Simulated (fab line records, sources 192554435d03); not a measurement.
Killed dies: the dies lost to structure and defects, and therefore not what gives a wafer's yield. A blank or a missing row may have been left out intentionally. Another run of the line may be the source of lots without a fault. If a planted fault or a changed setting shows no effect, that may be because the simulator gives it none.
A lot that was struck, set against a sound lot | flow n5 finfet | 18 steps out of a route of 1938
Sound: wafers L781.2, L781.3, L781.6. Struck: wafer L799.2 (left out: L799.5, a lot-mate that was not struck); the cause follows at the end.
Each step with rows lists, per side, the tool, then ch with its chambers, then its first start. Under that, the readings that differ: sound wafers | struck wafers | difference of the means | sigmas: that difference in standard deviations of wafers without a fault.
alike: same words and numbers on both sides, and readings whose means sit less than 2 such deviations apart. not compared: any withheld reading, any reading some wafer has no value for, any bound like >300 that may hide the same value, and any number with overlapping values for which the record gives no deviation.
Wherever a step has rows on one side only, a row that says differs or no value, or a row with sigmas, the two part there. Numbers that don't overlap but have no deviation are shown without sigmas and don't part them. A reading that every wafer of one side lacks parts them only if that side has two wafers or more.

first, 3 steps without rows for these wafers: N5_BEOL_M4_ANNEAL_82 (time 240 s); N5_BEOL_M4_SPUTTER_86 (material Cu, target thk 4.5 nm, time 8.29 s); N5_BEOL_M4_ANNEAL_87 (time 240 s).
N5_BEOL_M4_SPUTTER_88: material Cu, target thk 4.5 nm, time 8.29 s.
  struck on pvd sputter-01, day 13 12:25; sound on pvd sputter-03, day 8 11:38
  reading              | sound                | struck | difference | sigmas
  susceptor temp C (C) | -20.06 -20.05 -20.01 | -19.78 | +0.26      | +2
  alike: throttle valve pct
N5_BEOL_M4_ANNEAL_89: time 240 s.
  struck on pvd sputter-01, day 13 12:29; sound on pvd sputter-03, day 8 11:43
  alike: heater power w, susceptor temp C
then, 2 steps without rows for these wafers: N5_BEOL_M4_SPUTTER_90 (material Cu, target thk 4.5 nm, time 8.29 s); N5_BEOL_M4_ANNEAL_91 (time 240 s).
N5_BEOL_M4_SPUTTER_92: material Cu, target thk 4.5 nm, time 8.29 s.
  struck on pvd sputter-01, day 13 12:51; sound on pvd sputter-03, day 8 12:05
  alike: susceptor temp C, throttle valve pct
then, 3 steps without rows for these wafers: N5_BEOL_M4_ANNEAL_93 (time 240 s); N5_BEOL_M4_SPUTTER_94 (material Cu, target thk 4.5 nm, time 8.29 s); N5_BEOL_M4_ANNEAL_95 (time 240 s).
N5_BEOL_M4_SPUTTER_96: material Cu, target thk 4.5 nm, time 8.29 s.
  struck on pvd sputter-01, day 13 13:17; sound on pvd sputter-03, day 8 12:31
  alike: susceptor temp C, throttle valve pct
N5_BEOL_M4_ECD_50: material Cu, target thk 300 nm.
  sound on ecd cu-02 ch 0,1, day 8 12:38; struck on ecd cu-02 ch 1, day 13 13:25
  reading                                | sound         | struck | difference | sigmas
  model.Cu_of_BEOL_M4_ECD_50.thk nm (nm) | 298 297 297.6 | 147.6  | -149.9     |
N5_BEOL_M4_ANNEAL_51: time 90 s.
  sound on rtp anneal-02 ch 0, day 8 12:46; struck on rtp anneal-01 ch 0, day 13 13:32
  reading          | sound             | struck | difference | sigmas
  wafer_temp_C_max | 227.2 227.1 226.5 | 226.1  | -0.8       | -3
N5_BEOL_M4_CMP_52: polishes, stops on SiOC, t overpolish 6.8 s, target thk 40 nm.
  sound on cmp-02 ch 0,1, day 8 13:03; struck on cmp-03 ch 0, day 13 13:47
  reading                | sound       | struck | difference | sigmas
  motor current A (A)    | 6.7 6.6 6.4 | 5.2    | -1.4       | -2
  time to endpoint s (s) | 63 64 63    | 30     | -33        | -8
  alike: clearing platen down force psi, edge zone pressure frac
N5_BEOL_M4_THK_MEAS_53: measures by xrf.
  struck on film metro-01, day 13 14:05; sound on film metro-01, day 8 13:19
  alike: M4_THK
N5_BEOL_M4_RC_MEAS_101:
  sound on prober-01 ch 0, day 8 13:46; struck on prober-01 ch 0, day 13 14:33
  alike: DIBL_N, DIBL_P, IOFF_N, IOFF_P, ION_N, ION_P, SS_N, SS_P, VT_N, VT_P
after that, 1 step had no rows for these wafers: N5_PASSIVATION_PROBE_49.

## WHERE THEY PART
Last at N5_BEOL_M4_CMP_52 as far as this record goes, first at N5_BEOL_M4_SPUTTER_88. Later steps at which nothing parts them and some readings are alike: N5_BEOL_M4_THK_MEAS_53, N5_BEOL_M4_RC_MEAS_101.

WHY: what the simulator had put in
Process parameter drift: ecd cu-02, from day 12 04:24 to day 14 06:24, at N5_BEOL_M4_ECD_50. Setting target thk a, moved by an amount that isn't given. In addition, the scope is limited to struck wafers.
